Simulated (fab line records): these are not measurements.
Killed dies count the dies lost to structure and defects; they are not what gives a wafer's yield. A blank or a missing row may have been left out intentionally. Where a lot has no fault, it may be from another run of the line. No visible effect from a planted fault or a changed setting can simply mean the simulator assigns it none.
2 desks looking at one fault | flow nand_harc | every desk sees just its own numbers, and what lay behind them comes last

AT THE METROLOGY DESK
Lot by lot, what the gauges showed, no matter which tool ran the lot: averages of those sampled wafers that carry a number. A lot is out of limits, marked OUT, if its mean lies more than 4 standard deviations from the usual mean; the brackets give that distance.
Columns: A = cd_nm at NHARC_P_CONTACT_CD_MEAS_12, usual 90.1 nm
lot  | first seen here | A
L862 | day 5 15:02     | 91.2
L863 | day 6 03:29     | 90.6
L865 | day 6 13:34     | 90.2
L866 | day 6 15:32     | 89.7
L868 | day 7 08:42     | 90.0
L873 | day 8 18:37     | 89.8
L875 | day 8 20:52     | 90.6
L874 | day 9 01:02     | 89.3
L879 | day 9 21:43     | 90.1
L878 | day 9 22:16     | 90.2
L880 | day 10 02:27    | 89.9
L881 | day 10 13:00    | 89.9
L884 | day 11 01:54    | 90.5
This desk's finding: nothing out of limits on any of the 13 lots.

THE DEFECT DESK
What the inspections along the route counted, lot by lot: means of the sampled wafers that have a number. A lot is out of limits, marked OUT, if its mean lies more than 4 standard deviations from the usual mean; the brackets give that distance.
Columns: A = raw_defect_count at NHARC_P_GATE_INSPECT_68, usual 184
lot  | first seen here | A
L862 | day 5 13:32     | 186
L863 | day 6 01:38     | 173
L865 | day 6 11:58     | 173
L866 | day 6 13:55     | 778 (+9.0) OUT
L868 | day 7 07:05     | 735 (+8.3) OUT
L873 | day 8 16:59     | 182
L875 | day 8 18:42     | 129
L874 | day 8 23:26     | 240
L879 | day 9 20:13     | 161
L878 | day 9 20:46     | 254
L880 | day 10 00:56    | 240
L881 | day 10 11:23    | 123
L884 | day 11 00:16    | 120
This desk finds L866, L868 out of limits, L866 being first, at day 6 13:55 (raw_defect_count at NHARC_P_GATE_INSPECT_68). In limits: L862, L863, L865, L873, L875, L874, L879, L878, L880, L881, L884.

BROUGHT TOGETHER
The defect desk could have raised an alarm at day 6 13:55, on L866, L868.
At the metrology desk, nothing out of limits was observed.
The metrology desk has L866, L868 on record, within its limits.
Of the lots named, all ran NHARC_P_GATE_PRE_CLEAN_110 on pvd_sputter-02.

WHAT THE SIMULATOR HAD PUT IN
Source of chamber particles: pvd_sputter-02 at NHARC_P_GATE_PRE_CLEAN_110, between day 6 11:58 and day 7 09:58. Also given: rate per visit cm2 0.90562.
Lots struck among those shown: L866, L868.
Hours from the fault's start to each desk's first reading out of limits: the defect desk, 2.
